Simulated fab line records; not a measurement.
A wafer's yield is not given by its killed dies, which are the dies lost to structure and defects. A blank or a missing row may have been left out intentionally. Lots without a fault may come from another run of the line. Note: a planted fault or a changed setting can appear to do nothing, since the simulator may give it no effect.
Matching of chambers :: flow n5 finfet :: N5_GATE_CUT_ETCH_37 on rie diel-05: 3 sister chambers
The step etches SOC in N2/H2, target depth 60 nm, overetch 12 nm, time 90 s. 3 wafers are shown with their chamber, then 7 later ones without.

WAFERS, EACH WITH ITS CHAMBER
wafer: L730.6
chamber: 1
showerhead plenum p Torr (Torr): 2.64

wafer: L734.4
chamber: 0
showerhead plenum p Torr (Torr): 2.61

wafer: L734.5
chamber: 2
showerhead plenum p Torr (Torr): 2.44

WAFERS MISSING THEIR CHAMBER
wafer: L734.6
showerhead plenum p Torr (Torr): 2.63

wafer: L744.1
showerhead plenum p Torr (Torr): 2.43

wafer: L744.2
showerhead plenum p Torr (Torr): 2.62

wafer: L744.5
showerhead plenum p Torr (Torr): 2.43

wafer: L747.2
showerhead plenum p Torr (Torr): 2.62

wafer: L747.3
showerhead plenum p Torr (Torr): 2.60

wafer: L747.5
showerhead plenum p Torr (Torr): 2.43

THE CHAMBER EACH PASSED THROUGH
wafer: L734.6
from the rows above: can't be placed: 1 or 0
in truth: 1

wafer: L744.1
from the rows above: 2
in truth: 2

wafer: L744.2
from the rows above: can't be placed: 0 or 1
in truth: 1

wafer: L744.5
from the rows above: 2
in truth: 2

wafer: L747.2
from the rows above: can't be placed: 0 or 1
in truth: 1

wafer: L747.3
from the rows above: 0
in truth: 0

wafer: L747.5
from the rows above: 2
in truth: 2
Correctly placed: 4 of 7. Unplaceable from these rows: 3, with the true chamber sitting among the candidates in 3. Placed wrongly: 0.
How it was worked out, from the rows above alone: a wafer's distance from a chamber is the root of the sum, over the readings, of the square of ((its reading less the chamber's mean) divided by the reading's scatter). If the next closest chamber is less than 2 further off than the closest, the wafer can't be placed; otherwise it belongs to the closest. A chamber's mean is the mean of its shown wafers. The scatter: with one shown wafer a chamber, the root of the mean of the squares of how far each hidden wafer lies from its nearest shown one.
